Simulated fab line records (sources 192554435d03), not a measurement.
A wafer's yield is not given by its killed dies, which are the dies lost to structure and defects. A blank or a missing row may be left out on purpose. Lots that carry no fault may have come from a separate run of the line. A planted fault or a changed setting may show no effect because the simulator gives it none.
fab line records + flow n5_finfet
[record]
- lots = 11
- wafers = 32
- last_day = 17
route steps=1938 shown BEOL_M3@1005 BEOL_M4@1021 PASSIVATION@1936
lots untouched by any fault: they come from a run of this same line in which no faults occurred
start_h: hours from the record's opening day to when the first of the lot's shown wafers began + wait_h: time in hours since the lot's previous step + " the same as in the row above + L1.1+2: a single row standing in for several wafers + - no value, or no start given + * or withheld: withheld + < > ~ a bound
route shown NAME@n: a module of which the file shows steps, and the number in the route of the first + usual: the fault-free wafers' mean and standard deviation + same: alike in all rows + chamber/n: place in a boat + sites: the reading at each site + _std_site: standard deviation across them + _edge_site: the outer-site mean with the inner-site mean subtracted + radius_mm: how far each site lies from the wafer's centre + mask NAME#n: copy n + behind: the most recent tool/chamber to have shaped the wafer + hold: reason for holding the lot/hours on hold/outcome of the hold + device: transistor that didn't switch, given as n, p or np + end of line: the same wafers' tests at the end of the route + a step with no rows: only its recipe + killed: not the wafer's yield, but the dies lost to structure and defects at the first sort + map: a wafer's dies, x killed, . not, _ none there
set.NAME: the run value of the setting; set.NAME@STEP: its run value at that earlier step + model.NAME: the simulator's own value behind a step, which no gauge read
the route's steps for a sample of lots (tables are steps, rows are wafers)
services: when a tool's chamber went out of use (start_h, in hours from the record's first day, below 0 if earlier), for how many hours, and the reason
[[steps]]
[step N5_BEOL_M3_ANNEAL_91]
[recipe]
- temp_c = 400
- time_s = 240
- ambient = vacuum
[usual]
- heater_power_w = 805/49
| lot.wafer | tool           | chamber | start_h | wait_h | heater_power_w |
|-----------|----------------|---------|---------|--------|----------------|
| L781.2    | pvd_sputter-03 | -       | 149.83  | 0.0    | 813            |
| L781.3    | "              | -       | "       | "      | 713            |
| L781.5    | "              | -       | "       | "      | 826            |
| L782.1    | pvd_sputter-03 | -       | 159.03  | 0.0    | 712            |
| L782.4    | "              | -       | "       | "      | 794            |
| L782.5    | "              | -       | "       | "      | 847            |
| L786.1    | pvd_sputter-02 | -       | 190.52  | 0.0    | 817            |
| L786.2    | "              | -       | "       | "      | 833            |
| L786.5    | "              | -       | "       | "      | 839            |
| L788.2    | pvd_sputter-03 | -       | 197.75  | 0.0    | 726            |
| L788.3    | "              | -       | "       | "      | 807            |
| L788.6    | "              | -       | "       | "      | 709            |
| L787.3    | pvd_sputter-03 | -       | 207.97  | 0.0    | 785            |
| L787.5    | "              | -       | "       | "      | 828            |
| L787.6    | "              | -       | "       | "      | 796            |
| L791.4    | pvd_sputter-01 | -       | 217.33  | 0.0    | 874            |
| L791.5    | "              | -       | "       | "      | 861            |
| L791.6    | "              | -       | "       | "      | 941            |
| L793.1    | pvd_sputter-02 | -       | 225.15  | 0.0    | 770            |
| L793.3    | "              | -       | "       | "      | 817            |
| L793.6    | "              | -       | "       | "      | 811            |
| L792.2    | pvd_sputter-03 | -       | 228.40  | 0.0    | 782            |
| L792.3    | "              | -       | "       | "      | 723            |
| L792.4    | "              | -       | "       | "      | 827            |
| L802.4    | pvd_sputter-03 | -       | 274.94  | 0.0    | 716            |
| L802.6    | "              | -       | "       | "      | 818            |
| L800.1    | pvd_sputter-01 | -       | 279.68  | 0.0    | 752            |
| L800.4    | "              | -       | "       | "      | 859            |
| L800.6    | "              | -       | "       | "      | 873            |
| L803.1    | pvd_sputter-03 | -       | 286.30  | 0.0    | 851            |
| L803.2    | "              | -       | "       | "      | 812            |
| L803.3    | "              | -       | "       | "      | 701            |
[step N5_BEOL_M3_SPUTTER_92]
[recipe]
- material = Cu
- target_thk_a = 45
- temp_c = -20
- chamber_pressure_pa = 0.07
- power_w = withheld
- time_s = 8.29
[usual]
- throttle_valve_pct = 30.4/0.6
| lot.wafer | tool           | chamber | start_h | wait_h | throttle_valve_pct |
|-----------|----------------|---------|---------|--------|--------------------|
| L781.2    | pvd_sputter-03 | -       | 149.97  | 0.1    | 30.4               |
| L781.3    | "              | -       | "       | "      | 30.2               |
| L781.5    | "              | -       | "       | "      | 30.5               |
| L782.1    | pvd_sputter-03 | -       | 159.17  | 0.1    | 30.4               |
| L782.4    | "              | -       | "       | "      | 30.4               |
| L782.5    | "              | -       | "       | "      | 30.2               |
| L786.1    | pvd_sputter-02 | -       | 190.66  | 0.1    | 30.8               |
| L786.2    | "              | -       | "       | "      | 30.4               |
| L786.5    | "              | -       | "       | "      | 30.5               |
| L788.2    | pvd_sputter-03 | -       | 197.89  | 0.1    | 30.2               |
| L788.3    | "              | -       | "       | "      | 30.4               |
| L788.6    | "              | -       | "       | "      | 30.6               |
| L787.3    | pvd_sputter-03 | -       | 208.11  | 0.1    | 30.6               |
| L787.5    | "              | -       | "       | "      | 30.6               |
| L787.6    | "              | -       | "       | "      | 30.0               |
| L791.4    | pvd_sputter-01 | -       | 217.47  | 0.1    | 31.7               |
| L791.5    | "              | -       | "       | "      | 31.7               |
| L791.6    | "              | -       | "       | "      | 27.9               |
| L793.1    | pvd_sputter-02 | -       | 225.29  | 0.1    | 29.9               |
| L793.3    | "              | -       | "       | "      | 31.0               |
| L793.6    | "              | -       | "       | "      | 30.6               |
| L792.2    | pvd_sputter-03 | -       | 228.54  | 0.1    | 30.6               |
| L792.3    | "              | -       | "       | "      | 30.5               |
| L792.4    | "              | -       | "       | "      | 30.1               |
| L802.4    | pvd_sputter-03 | -       | 275.08  | 0.1    | 30.5               |
| L802.6    | "              | -       | "       | "      | 30.3               |
| L800.1    | pvd_sputter-01 | -       | 279.82  | 0.1    | 31.2               |
| L800.4    | "              | -       | "       | "      | 31.6               |
| L800.6    | "              | -       | "       | "      | 31.6               |
| L803.1    | pvd_sputter-03 | -       | 286.44  | 0.1    | 30.5               |
| L803.2    | "              | -       | "       | "      | 30.5               |
| L803.3    | "              | -       | "       | "      | 30.5               |
[step N5_BEOL_M3_PRE_CLEAN_60]
[recipe]
- gas = NH3/H2
- time_s = 15
- temp_c = *
- rf_power_w = 300
[usual]
- heater_power_w = 83/23
| lot.wafer | tool      | chamber | start_h | wait_h | heater_power_w |
|-----------|-----------|---------|---------|--------|----------------|
| L781.2    | cvd_co-02 | 2       | 151.24  | 0.0    | 106            |
| L781.3    | "         | 1       | "       | "      | 98             |
| L781.5    | "         | 2       | "       | "      | 103            |
| L782.1    | cvd_co-02 | 0       | 160.54  | 0.0    | 35             |
| L782.4    | "         | 2       | "       | "      | 106            |
| L782.5    | "         | 1       | "       | "      | 98             |
| L786.1    | cvd_co-02 | 2       | 191.95  | 0.0    | 107            |
| L786.2    | "         | 1       | "       | "      | 96             |
| L786.5    | "         | 1       | "       | "      | 96             |
| L788.2    | cvd_co-01 | 0       | 199.16  | 0.0    | 102            |
| L788.3    | "         | 1       | "       | "      | 66             |
| L788.6    | "         | 2       | "       | "      | 85             |
| L787.3    | cvd_co-01 | 2       | 209.38  | 0.0    | 84             |
| L787.5    | "         | 2       | "       | "      | 88             |
| L787.6    | "         | 1       | "       | "      | 66             |
| L791.4    | cvd_co-01 | 1       | 218.76  | 0.1    | 67             |
| L791.5    | "         | 0       | "       | "      | 104            |
| L791.6    | "         | 2       | "       | "      | 85             |
| L793.1    | cvd_co-01 | 1       | 226.57  | 0.0    | 66             |
| L793.3    | "         | 0       | "       | "      | 105            |
| L793.6    | "         | 1       | "       | "      | 67             |
| L792.2    | cvd_co-01 | 1       | 229.81  | 0.0    | 68             |
| L792.3    | "         | 0       | "       | "      | 103            |
| L792.4    | "         | 2       | "       | "      | 86             |
| L802.4    | cvd_co-01 | 2       | 276.37  | 0.1    | 88             |
| L802.6    | "         | 1       | "       | "      | 65             |
| L800.1    | cvd_co-01 | 1       | 281.13  | 0.0    | 68             |
| L800.4    | "         | 0       | "       | "      | 102            |
| L800.6    | "         | 2       | "       | "      | 86             |
| L803.1    | cvd_co-02 | 1       | 288.74  | 0.1    | 96             |
| L803.2    | "         | 2       | "       | "      | 106            |
| L803.3    | "         | 0       | "       | "      | 35             |
[step N5_BEOL_M4_ILD_DEP_00]
[recipe]
- material = SiOC
- target_thk_a = 790
- temp_c = 350
- precursor = DEMS/O2
- pressure_torr = 5
- rf_w = 500
- time_s = 15.3
[usual]
- heater_power_w = 453/36
- showerhead_plenum_p_Torr = 5.699/0.013
- susceptor_temp_C = 350.02/0.2
- throttle_valve_pct = 12.0/1.1
| lot.wafer | tool     | chamber | start_h | wait_h | heater_power_w | showerhead_plenum_p_Torr | susceptor_temp_C | throttle_valve_pct |
|-----------|----------|---------|---------|--------|----------------|--------------------------|------------------|--------------------|
| L781.2    | pecvd-03 | 2       | 151.52  | 0.0    | 419            | 5.707                    | 350.26           | 10.6               |
| L781.3    | "        | 2       | "       | "      | 423            | 5.708                    | 349.95           | 10.3               |
| L781.5    | "        | 2       | "       | "      | 420            | 5.704                    | 350.40           | 10.4               |
| L782.1    | pecvd-03 | 1       | 160.84  | 0.0    | 484            | 5.683                    | 350.23           | 12.0               |
| L782.4    | "        | 0       | "       | "      | 442            | 5.710                    | 349.82           | 13.4               |
| L782.5    | "        | 1       | "       | "      | 478            | 5.708                    | 349.64           | 11.8               |
| L786.1    | pecvd-03 | 1       | 192.24  | 0.0    | 463            | 5.698                    | 349.73           | 12.0               |
| L786.2    | "        | 0       | "       | "      | 387            | 5.708                    | 350.01           | 13.2               |
| L786.5    | "        | 2       | "       | "      | 480            | 5.703                    | 349.74           | 10.5               |
| L788.2    | pecvd-03 | 2       | 199.44  | 0.0    | 395            | 5.719                    | 349.76           | 10.5               |
| L788.3    | "        | 0       | "       | "      | 467            | 5.690                    | 349.79           | 13.6               |
| L788.6    | "        | 0       | "       | "      | 372            | 5.695                    | 350.35           | 13.5               |
| L787.3    | pecvd-03 | 1       | 209.68  | 0.0    | 406            | 5.697                    | 349.99           | 12.0               |
| L787.5    | "        | 0       | "       | "      | 413            | 5.701                    | 350.49           | 13.7               |
| L787.6    | "        | 2       | "       | "      | 476            | 5.698                    | 349.63           | 10.4               |
| L791.4    | pecvd-03 | 1       | 219.05  | 0.1    | 432            | 5.693                    | 349.65           | 11.9               |
| L791.5    | "        | 0       | "       | "      | 487            | 5.693                    | 351.58           | 13.7               |
| L791.6    | "        | 2       | "       | "      | 461            | 5.729                    | 349.92           | 10.3               |
| L793.1    | pecvd-03 | 0       | 226.86  | 0.0    | 407            | 5.692                    | 351.71           | 13.4               |
| L793.3    | "        | 2       | "       | "      | 452            | 5.707                    | 350.37           | 10.3               |
| L793.6    | "        | 1       | "       | "      | 476            | 5.689                    | 349.94           | 12.0               |
| L792.2    | pecvd-03 | 1       | 230.10  | 0.0    | 393            | 5.710                    | 349.97           | 11.9               |
| L792.3    | "        | 0       | "       | "      | 454            | 5.697                    | 351.87           | 13.8               |
| L792.4    | "        | 1       | "       | "      | 399            | 5.720                    | 349.85           | 11.8               |
| L802.4    | pecvd-04 | 0       | 276.65  | 0.1    | 513            | 5.689                    | 349.81           | 11.8               |
| L802.6    | "        | 1       | "       | "      | 447            | 5.676                    | 349.31           | 12.9               |
| L800.1    | pecvd-01 | 2       | 281.41  | 0.0    | 440            | 5.701                    | 349.87           | 11.5               |
| L800.4    | "        | 2       | "       | "      | 431            | 5.718                    | 349.88           | 11.5               |
| L800.6    | "        | 0       | "       | "      | 495            | 5.691                    | 350.26           | 12.8               |
| L803.1    | pecvd-01 | 0       | 289.02  | 0.0    | 488            | 5.696                    | 350.08           | 12.9               |
| L803.2    | "        | 1       | "       | "      | 496            | 5.674                    | 350.05           | 12.3               |
| L803.3    | "        | 2       | "       | "      | 424            | 5.717                    | 350.11           | 11.5               |
[step N5_BEOL_M4_RC_MEAS_101]
[usual]
- DIBL_N = 37.2/2.3
- DIBL_P = 37.5/2.9
- IOFF_N = 0.19/0.053
- IOFF_P = 0.23/0.059
- ION_N = 679/16
- ION_P = 462/10
- SS_N = 71.9/0.78
- SS_P = 73.7/0.88
- VT_N = 248/4.6
- VT_P = -250/4.5
| lot.wafer | tool      | chamber | start_h | wait_h | DIBL_N[mV/V] | DIBL_P[mV/V] | IOFF_N[nA/um] | IOFF_P[nA/um] | ION_N[uA/um] | ION_P[uA/um] | SS_N[mV/dec] | SS_P[mV/dec] | VT_N[mV] | VT_P[mV] |
|-----------|-----------|---------|---------|--------|--------------|--------------|---------------|---------------|--------------|--------------|--------------|--------------|----------|----------|
| L781.2    | prober-02 | 0       | 161.88  | 0.2    | 39.2         | 40.8         | 0.22          | 0.29          | 677          | 465          | 72.4         | 74.5         | 245      | -247     |
| L781.3    | "         | 0       | "       | "      | 38.9         | 39.4         | 0.22          | 0.26          | 699          | 474          | 71.9         | 74.0         | 244      | -247     |
| L781.5    | "         | 0       | "       | "      | 34.8         | 33.5         | 0.13          | 0.17          | 669          | 454          | 71.2         | 72.8         | 252      | -254     |
| L782.1    | prober-02 | 0       | 173.05  | 0.0    | 39.2         | 39.1         | 0.22          | 0.27          | 693          | 471          | 71.5         | 73.8         | 245      | -248     |
| L782.4    | "         | 0       | "       | "      | 38.4         | 37.6         | 0.19          | 0.23          | 680          | 463          | 71.6         | 74.2         | 244      | -247     |
| L782.5    | "         | 0       | "       | "      | 38.4         | 37.0         | 0.20          | 0.23          | 683          | 461          | 71.5         | 72.9         | 247      | -249     |
| L786.1    | prober-02 | 0       | 204.21  | 0.0    | 35.2         | 37.6         | 0.16          | 0.19          | 689          | 464          | 71.8         | 74.2         | 250      | -254     |
| L786.2    | "         | 0       | "       | "      | 35.0         | 36.8         | 0.17          | 0.19          | 677          | 457          | 71.9         | 73.5         | 250      | -252     |
| L786.5    | "         | 0       | "       | "      | 34.2         | 35.4         | 0.15          | 0.17          | 672          | 451          | 71.6         | 73.1         | 249      | -256     |
| L788.2    | prober-02 | 0       | 209.15  | 0.2    | 36.4         | 34.9         | 0.15          | 0.17          | 669          | 457          | 71.1         | 72.6         | 249      | -256     |
| L788.3    | "         | 0       | "       | "      | 38.5         | 37.3         | 0.20          | 0.20          | 672          | 449          | 72.1         | 73.3         | 247      | -251     |
| L788.6    | "         | 0       | "       | "      | 38.2         | 38.2         | 0.19          | 0.23          | 687          | 468          | 72.1         | 74.0         | 247      | -250     |
| L787.3    | prober-01 | 0       | 219.83  | 0.3    | 35.9         | 37.3         | 0.16          | 0.22          | 676          | 468          | 71.7         | 73.5         | 249      | -249     |
| L787.5    | "         | 0       | "       | "      | 37.1         | 38.0         | 0.19          | 0.23          | 689          | 472          | 71.9         | 73.2         | 247      | -249     |
| L787.6    | "         | 0       | "       | "      | 35.4         | 35.9         | 0.15          | 0.20          | 676          | 462          | 71.4         | 73.1         | 247      | -249     |
| L791.4    | prober-01 | 0       | 228.72  | 0.5    | 32.4         | 32.2         | 0.11          | 0.14          | 658          | 447          | 70.4         | 72.4         | 255      | -256     |
| L791.5    | "         | 0       | "       | "      | 34.9         | 35.4         | 0.15          | 0.17          | 680          | 458          | 71.1         | 72.8         | 251      | -253     |
| L791.6    | "         | 0       | "       | "      | 35.3         | 35.0         | 0.16          | 0.16          | 671          | 446          | 72.1         | 72.3         | 249      | -252     |
| L793.1    | prober-01 | 0       | 238.11  | 0.0    | 43.2         | 44.2         | 0.32          | 0.43          | 707          | 478          | 73.1         | 75.9         | 240      | -240     |
| L793.3    | "         | 0       | "       | "      | 36.6         | 33.9         | 0.15          | 0.18          | 661          | 455          | 71.9         | 72.6         | 251      | -250     |
| L793.6    | "         | 0       | "       | "      | 40.1         | 39.5         | 0.24          | 0.28          | 684          | 467          | 72.5         | 74.3         | 244      | -246     |
| L792.2    | prober-02 | 0       | 241.52  | 0.2    | 41.3         | 41.9         | 0.28          | 0.34          | 702          | 477          | 73.3         | 75.4         | 243      | -243     |
| L792.3    | "         | 0       | "       | "      | 36.1         | 37.5         | 0.17          | 0.25          | 692          | 481          | 71.1         | 73.7         | 246      | -244     |
| L792.4    | "         | 0       | "       | "      | 37.5         | 38.3         | 0.20          | 0.27          | 691          | 473          | 72.3         | 73.7         | 245      | -245     |
| L802.4    | prober-01 | 0       | 284.32  | 0.5    | 39.8         | 40.8         | 0.24          | 0.26          | 694          | 463          | 72.2         | 74.5         | 243      | -248     |
| L802.6    | "         | 0       | "       | "      | 38.2         | 39.4         | 0.21          | 0.25          | 707          | 470          | 71.9         | 74.5         | 244      | -248     |
| L800.1    | prober-01 | 0       | 294.70  | 0.0    | 37.3         | 38.5         | 0.16          | 0.22          | 675          | 461          | 72.2         | 74.1         | 252      | -253     |
| L800.4    | "         | 0       | "       | "      | 37.2         | 38.3         | 0.16          | 0.23          | 685          | 477          | 72.6         | 73.7         | 248      | -249     |
| L800.6    | "         | 0       | "       | "      | 40.2         | 42.2         | 0.23          | 0.29          | 700          | 478          | 72.8         | 74.3         | 249      | -247     |
| L803.1    | prober-01 | 0       | 300.42  | 0.0    | 35.2         | 33.9         | 0.15          | 0.21          | 666          | 458          | 71.1         | 72.1         | 247      | -247     |
| L803.2    | "         | 0       | "       | "      | 37.5         | 35.4         | 0.18          | 0.23          | 681          | 467          | 72.5         | 73.7         | 248      | -245     |
| L803.3    | "         | 0       | "       | "      | 36.4         | 34.4         | 0.15          | 0.21          | 671          | 460          | 71.1         | 72.7         | 250      | -246     |
[step N5_PASSIVATION_PROBE_49]
[usual]
- defect_limited_yield = 91.4/1.5
- killed_at_M0_to_M3 = 34/9.7
- killed_at_M4_up = 14/5.7
- killed_at_contacts = 12/5.9
- killed_at_front_end = 37/10
- killed_at_other = 5/4.7
- killed_dies = 102/18
- killed_open = 65/12
- killed_short = 34/8.8
- sort_bin_4_leakage = 0.03/0.14
- sort_bin_5_function = 5.0/0.96
- sort_bin_6_memory = 3.3/0.7
- sort_bin_8_speed = 0.03/0.19
- sort_n_pass = 1077/18
[same]
- gross_dies = 1180
- killed_at_back_side = 0
| lot.wafer | tool      | chamber | start_h | wait_h | defect_limited_yield[%] | killed_at_M0_to_M3 | killed_at_M4_up | killed_at_contacts | killed_at_front_end | killed_at_other | killed_dies | killed_open | killed_short | sort_bin_4_leakage[%] | sort_bin_5_function[%] | sort_bin_6_memory[%] | sort_bin_8_speed[%] | sort_n_pass |
|-----------|-----------|---------|---------|--------|-------------------------|--------------------|-----------------|--------------------|---------------------|-----------------|-------------|-------------|--------------|-----------------------|------------------------|----------------------|---------------------|-------------|
| L788.2    | prober-02 | -       | 308.61  | 0.1    | 90.1                    | 49                 | 16              | 7                  | 43                  | 2               | 117         | 71          | 42           | 0                     | 5.5                    | 3.9                  | 0                   | 1063        |
| L788.3    | prober-02 | -       | 308.66  | 0.1    | 91.9                    | 36                 | 9               | 13                 | 34                  | 4               | 96          | 59          | 37           | 0                     | 3.7                    | 3.7                  | 0                   | 1084        |
| L788.6    | prober-02 | -       | 308.81  | 0.3    | 90.8                    | 36                 | 22              | 5                  | 44                  | 1               | 108         | 62          | 43           | 0                     | 5.3                    | 3.4                  | 0                   | 1072        |
| L787.3    | prober-02 | -       | 325.55  | 0.1    | 90.3                    | 43                 | 7               | 19                 | 42                  | 4               | 115         | 72          | 43           | 0                     | 5.3                    | 4.0                  | 0                   | 1065        |
| L787.5    | prober-02 | -       | 325.65  | 0.2    | 91.4                    | 29                 | 13              | 23                 | 34                  | 3               | 102         | 74          | 27           | 0                     | 5.2                    | 3.3                  | 0                   | 1078        |
| L787.6    | prober-02 | -       | 325.70  | 0.3    | 91.3                    | 28                 | 12              | 22                 | 38                  | 3               | 103         | 70          | 31           | 0                     | 4.9                    | 3.4                  | 0                   | 1077        |
| L802.4    | prober-01 | -       | 387.97  | 0.2    | 93.9                    | 20                 | 15              | 15                 | 22                  | 0               | 72          | 49          | 19           | 0                     | 3.7                    | 2.3                  | 0                   | 1108        |
| L802.6    | prober-01 | -       | 388.07  | 0.3    | 92.8                    | 39                 | 13              | 10                 | 23                  | 0               | 85          | 51          | 31           | 0                     | 4.4                    | 2.3                  | 0                   | 1095        |
// killed by level:class
L788.2 BEOL_M0_SAQP:geometric_particle:short=17 BEOL_M0_SAQP:geometric_particle:open=15 FIN_SAQP:geometric_particle:open=12 STI_FIN_REVEAL:geometric_particle:open=10 FIN_SAQP:geometric_particle:short=7 BEOL_M1:geometric_particle:open=7 BEOL_M2:geometric_particle:open=4 MOL_CONTACT_COAG:geometric_particle:open=4
L788.3 BEOL_M0_SAQP:geometric_particle:open=9 FIN_SAQP:geometric_particle:short=8 STI_FIN_REVEAL:geometric_particle:open=8 BEOL_M0_SAQP:geometric_particle:short=8 MOL_CONTACT_COAG:geometric_particle:short=7 BEOL_M3:geometric_particle:open=7 MOL_CONTACT_COAG:geometric_particle:open=6 DUMMY_GATE:geometric_particle:open=4
L788.6 STI_FIN_REVEAL:geometric_particle:open=17 FIN_SAQP:geometric_particle:short=11 BEOL_M0_SAQP:geometric_particle:open=10 BEOL_M0_SAQP:geometric_particle:short=9 BEOL_M1:geometric_particle:open=6 BEOL_M2:geometric_particle:open=6 MOL_CONTACT_COAG:geometric_particle:open=5 BEOL_M4:geometric_particle:open=5
L787.3 MOL_CONTACT_COAG:geometric_particle:open=16 FIN_SAQP:geometric_particle:open=10 BEOL_M2:geometric_particle:open=9 BEOL_M0_SAQP:geometric_particle:short=9 BEOL_M0_SAQP:geometric_particle:open=7 BEOL_M1:geometric_particle:open=7 FIN_SAQP:geometric_particle:short=6 GATE_CUT:geometric_particle:short=5
L787.5 MOL_CONTACT_COAG:geometric_particle:open=16 FIN_SAQP:geometric_particle:open=11 BEOL_M2:geometric_particle:open=9 MOL_CONTACT_COAG:geometric_particle:short=7 STI_FIN_REVEAL:geometric_particle:open=7 BEOL_M1:geometric_particle:open=5 BEOL_M4:geometric_particle:open=5 BEOL_M0_SAQP:geometric_particle:short=4
L787.6 MOL_CONTACT_COAG:geometric_particle:open=18 FIN_SAQP:geometric_particle:open=8 FIN_SAQP:geometric_particle:short=6 STI_FIN_REVEAL:geometric_particle:open=6 BEOL_M1:geometric_particle:open=6 BEOL_M2:geometric_particle:open=6 BEOL_M3:geometric_particle:open=6 DUMMY_GATE:geometric_particle:open=5
L802.4 MOL_CONTACT_COAG:geometric_particle:open=13 BEOL_M0_SAQP:geometric_particle:short=8 FIN_SAQP:geometric_particle:open=7 STI_FIN_REVEAL:geometric_particle:open=4 BEOL_M4:geometric_particle:open=4 BEOL_M0_SAQP:geometric_particle:open=4 BEOL_M5:geometric_particle:open=4 GATE_CUT:geometric_particle:short=3
L802.6 BEOL_M0_SAQP:geometric_particle:short=13 BEOL_M0_SAQP:geometric_particle:open=9 MOL_CONTACT_COAG:geometric_particle:open=8 STI_FIN_REVEAL:geometric_particle:open=7 GATE_CUT:geometric_particle:short=7 BEOL_M3:geometric_particle:open=6 BEOL_M0:geometric_particle:open=4 DUMMY_GATE:geometric_particle:open=3
[[services]]
| tool      | chamber | start_h | hours | kind                          |
|-----------|---------|---------|-------|-------------------------------|
| pecvd-04  | 0       | 128.40  | 5.0   | scheduled_down                |
| pecvd-01  | -       | 131.69  | 14.6  | pm                            |
| cvd_co-01 | -       | 133.20  | 1.4   | repair                        |
| pecvd-03  | 0       | 149.68  | 2.1   | scheduled_down                |
| pecvd-04  | 1       | 179.08  | 5.5   | scheduled_down                |
| pecvd-01  | -       | 185.91  | 2.0   | repair                        |
| cvd_co-02 | 1       | 195.55  | 9.1   | repair                        |
| pecvd-04  | 2       | 202.38  | -     | clean                         |
| pecvd-04  | 2       | 202.38  | -     | consumable_replace:showerhead |
| pecvd-04  | 2       | 202.38  | 29.0  | scheduled_down                |
| pecvd-04  | 2       | 202.38  | 29.0  | vent_cycle                    |
| pecvd-04  | -       | 208.56  | 4.8   | repair                        |
| pecvd-01  | 1       | 241.51  | 5.5   | scheduled_down                |
| pecvd-04  | -       | 259.34  | 2.2   | repair                        |
| pecvd-04  | 2       | 268.49  | 5.5   | scheduled_down                |
| pecvd-04  | 2       | 282.32  | 2.1   | scheduled_down                |
[[key]]
[first_sign]
- step = N5_BEOL_M4_ILD_DEP_00
- reading = susceptor_temp_C
- direction = up
- sigmas = 8.6
- usual = *
- struck = *
effect none on later readings
met_at N5_BEOL_M4_ILD_DEP_00
struck_lots L791,L792,L793
struck_wafers L791.5,L792.3,L793.1
not_acting_at N5_BEOL_M3_ANNEAL_91,N5_BEOL_M3_SPUTTER_92,N5_BEOL_M3_PRE_CLEAN_60
onset_between 209.68 219.05
[fault]
- kind = process_parameter_drift
- tool = pecvd-03
- chamber = 0
- onset_h = 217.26
- steps = N5_BEOL_M4_ILD_DEP_00
- channel = temp_c
- offset = *
- shape = step
- end_h = 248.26
- acts_in = *
- stated = *
